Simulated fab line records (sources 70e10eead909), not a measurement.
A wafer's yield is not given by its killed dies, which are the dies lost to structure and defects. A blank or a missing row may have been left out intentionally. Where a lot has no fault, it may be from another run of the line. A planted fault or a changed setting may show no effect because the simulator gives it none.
Which tool was responsible? -- flow nandHarc -- Sampling: 23 lots, 69 wafers, 6 of 1159 route steps

## WHAT THE GAUGES READ, wafer by wafer
Not one reading of a measure or inspect step in the record can be checked against a usual standard deviation.

## EACH LOT AND THE TOOL THAT RAN IT (in order: tool; ch and the chambers of the sampled wafers; start)
lot,NHARC_A_STAIRCASE_ETCH_17,NHARC_A_STAIRCASE_ETCH_21,NHARC_A_STAIRCASE_TRIM_187,NHARC_A_STAIRCASE_TRIM_198,NHARC_A_STAIRCASE_TRIM_224,NHARC_A_STAIRCASE_ETCH_232
L074,"rieDiel-04 ch 0,2,3, day 10 15:30 or earlier","rieDiel-13 ch 0,1,3, day 10 15:30 or earlier","rieDiel-04 ch 0,1,3, day 10 15:30","rieDiel-02 ch 0,1,2, no start","rieDiel-02 ch 0,1,2, no start","rieDiel-02 ch 0,2,3, no start"
L075,"rieDiel-02 ch 0,2, day 11 08:54 or earlier","rieDiel-02 ch 2,3, day 11 08:54 or earlier","rieDiel-04 ch 0,1,2, day 11 08:54","rieDiel-04 ch 2,3, no start","rieDiel-02 ch 2,3, no start","rieDiel-02 ch 1,3, no start"
L076,"rieDiel-02 ch 0,2,3, day 11 10:55 or earlier","rieDiel-13 ch 0,2, day 11 10:55 or earlier","rieDiel-02 ch 0,1,2, day 11 10:55","rieDiel-02 ch 0,2,3, no start","rieDiel-04 ch 1,2,3, no start","rieDiel-04 ch 0,1,2, no start"
L078,"rieDiel-13 ch 0,1, day 11 20:15 or earlier","rieDiel-02 ch 0,1,2, day 11 20:15 or earlier","rieDiel-04 ch 0,1,2, day 11 20:15","rieDiel-13 ch 2,3, no start","rieDiel-13 ch 0,1,2, no start","rieDiel-04 ch 0,1,2, no start"
L077,"rieDiel-04 ch 1,2,3, day 11 20:04 or earlier","rieDiel-13 ch 0,1,3, day 11 20:04 or earlier","rieDiel-02 ch 0,1,3, day 11 20:04","rieDiel-02 ch 0,1,2, no start","rieDiel-02 ch 1,2,3, no start","rieDiel-02 ch 1,2,3, no start"
L079,"rieDiel-04 ch 0,1,2, day 12 05:31 or earlier","rieDiel-04 ch 0,1,2, day 12 05:31 or earlier","rieDiel-04 ch 0,1,3, day 12 05:31","rieDiel-02 ch 0,1,2, no start","rieDiel-02 ch 0,2,3, no start","rieDiel-02 ch 0,1,3, no start"
L082,"rieDiel-02 ch 1,2,3, day 12 19:34 or earlier","rieDiel-04 ch 1,2,3, day 12 19:34 or earlier","rieDiel-02 ch 0,2,3, day 12 19:34","rieDiel-04 ch 1,2,3, no start","rieDiel-04 ch 2,3, no start","rieDiel-13 ch 0,2,3, no start"
L080,"rieDiel-02 ch 1,2, day 12 20:28 or earlier","rieDiel-04 ch 0,1, day 12 20:28 or earlier","rieDiel-02 ch 0,1, day 12 20:28","rieDiel-04 ch 0,2,3, no start","rieDiel-02 ch 0,3, no start","rieDiel-02 ch 2,3, no start"
L083,"rieDiel-02 ch 2,3, day 13 12:28 or earlier","rieDiel-02 ch 0,1, day 13 12:28 or earlier","rieDiel-02 ch 0,2,3, day 13 12:28","rieDiel-02 ch 0,1,2, no start","rieDiel-02 ch 0,1, no start","rieDiel-13 ch 2,3, no start"
L084,"rieDiel-13 ch 0,1,2, day 13 11:46 or earlier","rieDiel-13 ch 0,1,3, day 13 11:46 or earlier","rieDiel-04 ch 1,2,3, day 13 11:46","rieDiel-04 ch 0,2,3, no start","rieDiel-04 ch 0,1,3, no start","rieDiel-04 ch 0,1,3, no start"
L087,"rieDiel-04 ch 1,2, day 14 03:50 or earlier","rieDiel-04 ch 1,2, day 14 03:50 or earlier","rieDiel-04 ch 0,2,3, day 14 03:50","rieDiel-04 ch 1,3, no start","rieDiel-04 ch 0,1,3, no start","rieDiel-04 ch 0,1,3, no start"
L086,"rieDiel-13 ch 0,1,3, day 14 04:17 or earlier","rieDiel-02 ch 1,2,3, day 14 04:17 or earlier","rieDiel-02 ch 0,2,3, day 14 04:17","rieDiel-13 ch 1,2,3, no start","rieDiel-13 ch 0,2, no start","rieDiel-13 ch 0,2, no start"
L088,"rieDiel-02 ch 0,1,2, day 14 04:40 or earlier","rieDiel-02 ch 1,3, day 14 04:40 or earlier","rieDiel-02 ch 1,2,3, day 14 04:40","rieDiel-02 ch 0,1,3, no start","rieDiel-02 ch 1,2,3, no start","rieDiel-02 ch 2,3, no start"
L085,"rieDiel-04 ch 2,3, day 14 14:08 or earlier","rieDiel-13 ch 0,1,2, day 14 14:08 or earlier","rieDiel-04 ch 2,3, day 14 14:08","rieDiel-02 ch 0,2,3, no start","rieDiel-13 ch 2,3, no start","rieDiel-04 ch 1,3, no start"
L090,"rieDiel-04 ch 0,1, day 14 23:06 or earlier","rieDiel-13 ch 0,3, day 14 23:06 or earlier","rieDiel-13 ch 0,2, day 14 23:06","rieDiel-13 ch 0,1,2, no start","rieDiel-04 ch 0,3, no start","rieDiel-02 ch 0,2,3, no start"
L089,"rieDiel-13 ch 0,1,3, day 14 23:20 or earlier","rieDiel-04 ch 0,3, day 14 23:20 or earlier","rieDiel-13 ch 0,1,2, day 14 23:20","rieDiel-04 ch 1,2,3, no start","rieDiel-02 ch 1,2, no start","rieDiel-02 ch 0,2,3, no start"
L091,"rieDiel-04 ch 1,2, day 15 04:30 or earlier","rieDiel-04 ch 0,1,3, day 15 04:30 or earlier","rieDiel-13 ch 0,1, day 15 04:30","rieDiel-13 ch 2,3, no start","rieDiel-04 ch 1,2,3, no start","rieDiel-04 ch 0,1, no start"
L092,"rieDiel-02 ch 0,1, day 15 04:52 or earlier","rieDiel-02 ch 1,2, day 15 04:52 or earlier","rieDiel-04 ch 2,3, day 15 04:52","rieDiel-04 ch 0,2,3, no start","rieDiel-13 ch 2,3, no start","rieDiel-04 ch 1,2, no start"
L094,"rieDiel-13 ch 0,2,3, day 15 12:17 or earlier","rieDiel-13 ch 0,2, day 15 12:17 or earlier","rieDiel-04 ch 0,1,3, day 15 12:17","rieDiel-02 ch 1,2, no start","rieDiel-02 ch 0,1,2, no start","rieDiel-02 ch 1,3, no start"
L093,"rieDiel-13 ch 0,1,2, day 15 12:29 or earlier","rieDiel-02 ch 0,3, day 15 12:29 or earlier","rieDiel-04 ch 1,2,3, day 15 12:29","rieDiel-04 ch 0,2,3, no start","rieDiel-13 ch 0,3, no start","rieDiel-13 ch 0,1, no start"
L095,"rieDiel-13 ch 0,2,3, day 16 02:24 or earlier","rieDiel-04 ch 0,3, day 16 02:24 or earlier","rieDiel-02 ch 1,2, day 16 02:24","rieDiel-02 ch 0,2,3, no start","rieDiel-02 ch 0,2,3, no start","rieDiel-02 ch 1,2,3, no start"
L096,"rieDiel-13 ch 0,1,3, day 16 02:41 or earlier","rieDiel-04 ch 1,2,3, day 16 02:41 or earlier","rieDiel-04 ch 0,1,3, day 16 02:41","rieDiel-13 ch 0,1,3, no start","rieDiel-13 ch 0,1,3, no start","rieDiel-02 ch 1,2,3, no start"
L097,"rieDiel-02 ch 0,1,2, day 16 21:06 or earlier","rieDiel-04 ch 1,2, day 16 21:06 or earlier","rieDiel-02 ch 0,2,3, day 16 21:06","rieDiel-04 ch 0,1, no start","rieDiel-02 ch 1,2,3, no start","rieDiel-02 ch 0,2,3, no start"
- NHARC_A_STAIRCASE_ETCH_17: etches the open film in C4F8/O2, target depth 100 nm, time 40.5 s.
- NHARC_A_STAIRCASE_ETCH_21: etches the open film in C4F8/O2, target depth 100 nm, time 40.5 s.
- NHARC_A_STAIRCASE_TRIM_187: chemistry O2, time 211.2 s.
- NHARC_A_STAIRCASE_TRIM_198: chemistry O2, time 211.2 s.
- NHARC_A_STAIRCASE_TRIM_224: chemistry O2, time 211.2 s.
- NHARC_A_STAIRCASE_ETCH_232: etches the open film in C4F8/O2, target depth 100 nm, time 40.5 s.

## AS READ BY THE TOOLS THEMSELVES (means over the sampled wafers that have a number; for cases with no such wafer, the mark the record gives instead)
NHARC_A_STAIRCASE_ETCH_17. Usual: oesProductAu 0.940 a.u., standard deviation 0.013; rfFwdPowerW 593.2 W, standard deviation 2.5; rfVppV 895 V, standard deviation 5.3.
lot,tool,oesProductAu (a.u.),rfFwdPowerW (W),rfVppV (V),flag
L074,rieDiel-04,0.941,593.5,889,
L075,rieDiel-02,0.938,590.8,895,
L076,rieDiel-02,0.946,594.7,897,
L078,rieDiel-13,0.956,594.5,894,
L077,rieDiel-04,0.948,592.3,891,
L079,rieDiel-04,0.954,592.1,890,
L082,rieDiel-02,0.941,593.4,896,
L080,rieDiel-02,0.934,591.3,894,
L083,rieDiel-02,0.951,595.7,900,
L084,rieDiel-13,0.933,593.1,893,
L087,rieDiel-04,0.944,594.2,903,
L086,rieDiel-13,0.930,592.1,896,
L088,rieDiel-02,0.935,593.9,895,
L085,rieDiel-04,0.939,592.0,896,
L090,rieDiel-04,0.960,595.0,893,
L089,rieDiel-13,0.939,593.6,896,
L091,rieDiel-04,0.945,595.0,900,
L092,rieDiel-02,0.937,593.2,894,
L094,rieDiel-13,0.925,592.3,896,
L093,rieDiel-13,0.933,593.3,892,
L095,rieDiel-13,0.933,592.1,896,
L096,rieDiel-13,0.942,591.5,896,
L097,rieDiel-02,0.932,594.8,894,

NHARC_A_STAIRCASE_ETCH_21. Usual: oesProductAu 0.946 a.u., standard deviation 0.017; rfFwdPowerW 593.6 W, standard deviation 2.3; rfVppV 895 V, standard deviation 5.4.
lot,tool,oesProductAu (a.u.),rfFwdPowerW (W),rfVppV (V),flag
L074,rieDiel-13,0.947,593.1,896,
L075,rieDiel-02,0.956,593.7,897,
L076,rieDiel-13,0.945,594.1,891,
L078,rieDiel-02,0.971,593.9,895,
L077,rieDiel-13,0.972,593.3,896,
L079,rieDiel-04,0.957,594.7,890,
L082,rieDiel-04,0.932,592.2,891,
L080,rieDiel-04,0.939,594.8,893,
L083,rieDiel-02,0.928,592.5,894,
L084,rieDiel-13,0.949,594.2,896,
L087,rieDiel-04,0.931,593.6,903,
L086,rieDiel-02,0.925,592.0,897,
L088,rieDiel-02,0.939,593.6,896,
L085,rieDiel-13,0.946,593.7,893,
L090,rieDiel-13,0.947,595.0,898,
L089,rieDiel-04,0.947,593.6,889,
L091,rieDiel-04,0.949,592.4,891,
L092,rieDiel-02,0.929,592.3,894,
L094,rieDiel-13,0.932,592.9,892,
L093,rieDiel-02,0.949,595.8,899,
L095,rieDiel-04,0.947,591.4,890,
L096,rieDiel-04,0.962,594.9,898,
L097,rieDiel-04,0.964,597.2,902,

NHARC_A_STAIRCASE_TRIM_187. Usual: drypumpMotorCurrentA 5.9 A, standard deviation 0.4; oesProductAu 1.002 a.u., standard deviation 0.012; rfVppV 57.6 V, standard deviation 0.96; showerheadPlenumPTorr 3.48 Torr, standard deviation 0.14; throttleValvePct 17.037 %, standard deviation 0.0097.
lot,tool,drypumpMotorCurrentA (A),oesProductAu (a.u.),rfVppV (V),showerheadPlenumPTorr (Torr),throttleValvePct (%),flag
L074,rieDiel-04,6.2,1.003,57.0,3.42,17.046,
L075,rieDiel-04,6.2,1.007,56.5,3.38,17.030,
L076,rieDiel-02,5.7,0.997,57.3,3.48,17.050,
L078,rieDiel-04,6.2,1.006,57.8,3.38,17.039,
L077,rieDiel-02,5.4,1.001,57.9,3.53,17.033,
L079,rieDiel-04,6.2,1.007,56.7,3.41,17.033,
L082,rieDiel-02,5.6,1.010,57.1,3.55,17.036,
L080,rieDiel-02,5.5,1.003,57.4,3.45,17.039,
L083,rieDiel-02,5.7,1.008,57.3,3.55,17.034,
L084,rieDiel-04,6.3,1.007,58.8,3.57,17.028,
L087,rieDiel-04,6.1,0.997,57.0,3.50,17.037,
L086,rieDiel-02,5.6,1.014,58.2,3.55,17.040,
L088,rieDiel-02,5.7,1.006,58.1,3.53,17.027,
L085,rieDiel-04,6.3,0.988,57.9,3.66,17.045,
L090,rieDiel-13,5.6,0.994,57.3,3.41,17.042,
L089,rieDiel-13,5.8,1.014,56.4,3.42,17.038,
L091,rieDiel-13,5.6,1.004,57.5,3.39,17.034,
L092,rieDiel-04,6.2,0.995,57.4,3.51,17.034,
L094,rieDiel-04,6.2,1.013,57.7,3.40,17.044,
L093,rieDiel-04,6.3,1.003,58.4,3.56,17.032,
L095,rieDiel-02,5.7,0.987,56.8,3.45,17.036,
L096,rieDiel-04,6.2,1.002,57.7,3.39,17.033,
L097,rieDiel-02,5.7,0.998,57.6,3.53,17.034,

NHARC_A_STAIRCASE_TRIM_198. Usual: drypumpMotorCurrentA 5.9 A, standard deviation 0.4; oesProductAu 1.001 a.u., standard deviation 0.012; rfVppV 57.7 V, standard deviation 0.82; showerheadPlenumPTorr 3.50 Torr, standard deviation 0.15; throttleValvePct 17.036 %, standard deviation 0.0094.
lot,tool,drypumpMotorCurrentA (A),oesProductAu (a.u.),rfVppV (V),showerheadPlenumPTorr (Torr),throttleValvePct (%),flag
L074,rieDiel-02,5.7,0.997,58.3,3.48,17.035,
L075,rieDiel-04,6.3,1.003,57.6,3.31,17.025,
L076,rieDiel-02,5.6,1.013,58.1,3.56,17.031,
L078,rieDiel-13,5.7,1.004,58.7,3.56,17.036,
L077,rieDiel-02,5.7,1.001,58.0,3.48,17.036,
L079,rieDiel-02,5.7,1.007,58.0,3.48,17.037,
L082,rieDiel-04,6.3,1.005,57.7,3.39,17.027,
L080,rieDiel-04,6.1,0.998,56.9,3.32,17.044,
L083,rieDiel-02,5.7,0.996,58.0,3.47,17.046,
L084,rieDiel-04,6.1,1.003,57.3,3.50,17.038,
L087,rieDiel-04,6.3,0.998,57.9,3.42,17.040,
L086,rieDiel-13,5.8,1.002,57.4,3.57,17.035,
L088,rieDiel-02,5.5,0.991,57.6,3.52,17.029,
L085,rieDiel-02,5.7,1.006,57.8,3.54,17.039,
L090,rieDiel-13,5.8,0.996,57.5,3.42,17.038,
L089,rieDiel-04,6.3,1.005,57.2,3.56,17.035,
L091,rieDiel-13,5.7,1.000,58.4,3.55,17.040,
L092,rieDiel-04,6.1,1.002,57.3,3.49,17.042,
L094,rieDiel-02,5.7,0.983,58.0,3.45,17.044,
L093,rieDiel-04,6.1,1.000,57.5,3.49,17.041,
L095,rieDiel-02,5.6,1.004,57.7,3.54,17.029,
L096,rieDiel-13,5.7,0.992,58.0,3.52,17.037,
L097,rieDiel-04,6.3,1.015,58.2,3.45,17.039,

NHARC_A_STAIRCASE_TRIM_224. Usual: drypumpMotorCurrentA 5.8 A, standard deviation 0.41; oesProductAu 1.002 a.u., standard deviation 0.013; rfVppV 57.8 V, standard deviation 0.82; showerheadPlenumPTorr 3.50 Torr, standard deviation 0.14; throttleValvePct 17.037 %, standard deviation 0.008.
lot,tool,drypumpMotorCurrentA (A),oesProductAu (a.u.),rfVppV (V),showerheadPlenumPTorr (Torr),throttleValvePct (%),flag
L074,rieDiel-02,5.7,0.998,57.9,3.48,17.033,
L075,rieDiel-02,5.9,1.013,57.7,3.57,17.041,
L076,rieDiel-04,6.3,1.011,57.3,3.40,17.035,
L078,rieDiel-13,5.8,1.000,57.7,3.43,17.036,
L077,rieDiel-02,5.7,1.007,58.5,3.54,17.031,
L079,rieDiel-02,5.7,1.010,56.5,3.55,17.034,
L082,rieDiel-04,6.3,1.001,56.9,3.30,17.036,
L080,rieDiel-02,5.4,1.005,58.1,3.54,17.036,
L083,rieDiel-02,5.5,1.003,57.6,3.46,17.032,
L084,rieDiel-04,6.2,1.007,57.3,3.41,17.039,
L087,rieDiel-04,6.2,1.007,57.8,3.40,17.031,
L086,rieDiel-13,5.5,1.002,57.8,3.38,17.041,
L088,rieDiel-02,5.7,0.997,57.8,3.53,17.036,
L085,rieDiel-13,5.7,0.993,58.0,3.55,17.031,
L090,rieDiel-04,6.1,0.998,57.4,3.34,17.034,
L089,rieDiel-02,5.9,0.993,57.4,3.47,17.034,
L091,rieDiel-04,6.3,1.004,58.2,3.56,17.044,
L092,rieDiel-13,5.6,0.995,58.1,3.65,17.040,
L094,rieDiel-02,5.7,0.981,58.5,3.46,17.038,
L093,rieDiel-13,5.4,0.995,58.3,3.62,17.032,
L095,rieDiel-02,5.6,1.005,57.4,3.54,17.046,
L096,rieDiel-13,5.7,0.992,57.9,3.52,17.038,
L097,rieDiel-02,5.6,1.004,57.8,3.52,17.044,

NHARC_A_STAIRCASE_ETCH_232. Usual: oesProductAu 0.946 a.u., standard deviation 0.015; rfFwdPowerW 593.5 W, standard deviation 2.4; rfVppV 895 V, standard deviation 4.6.
lot,tool,oesProductAu (a.u.),rfFwdPowerW (W),rfVppV (V),flag
L074,rieDiel-02,0.954,593.7,897,
L075,rieDiel-02,0.943,593.5,898,
L076,rieDiel-04,0.948,598.0,891,
L078,rieDiel-04,0.965,595.2,892,
L077,rieDiel-02,0.946,592.7,896,
L079,rieDiel-02,0.947,594.8,896,
L082,rieDiel-13,0.954,591.8,896,
L080,rieDiel-02,0.958,592.9,898,
L083,rieDiel-13,0.962,592.0,897,
L084,rieDiel-04,0.949,594.1,892,
L087,rieDiel-04,0.927,594.9,891,
L086,rieDiel-13,0.939,594.6,892,
L088,rieDiel-02,0.950,593.7,899,
L085,rieDiel-04,0.949,592.7,894,
L090,rieDiel-02,0.942,593.8,896,
L089,rieDiel-02,0.939,592.7,897,
L091,rieDiel-04,0.949,593.7,892,
L092,rieDiel-04,0.967,593.5,902,
L094,rieDiel-02,0.943,593.4,897,
L093,rieDiel-13,0.948,592.1,890,
L095,rieDiel-02,0.947,591.8,895,
L096,rieDiel-02,0.931,593.5,896,
L097,rieDiel-02,0.945,591.7,897,

## THE ANSWER, worked out from the rows above alone
Rule: a lot counts as off when the mean over its wafers that have a number is more than 3 standard deviations away from the usual mean. Also off: a lot with no number at a reading for which 4 or more lots have one. The other lots that the step has rows for count as sound. After the gauges, taken in route order, come the tools' own readings; for these a lot's mean is taken, as printed above. The first step at which some lot is off is used, and at that step the reading that is off furthest; a lot without a number counts as furthest.
None of the lots is off at any reading shown; this tells nothing.

## WHAT HAD BEEN PUT IN BY THE SIMULATOR
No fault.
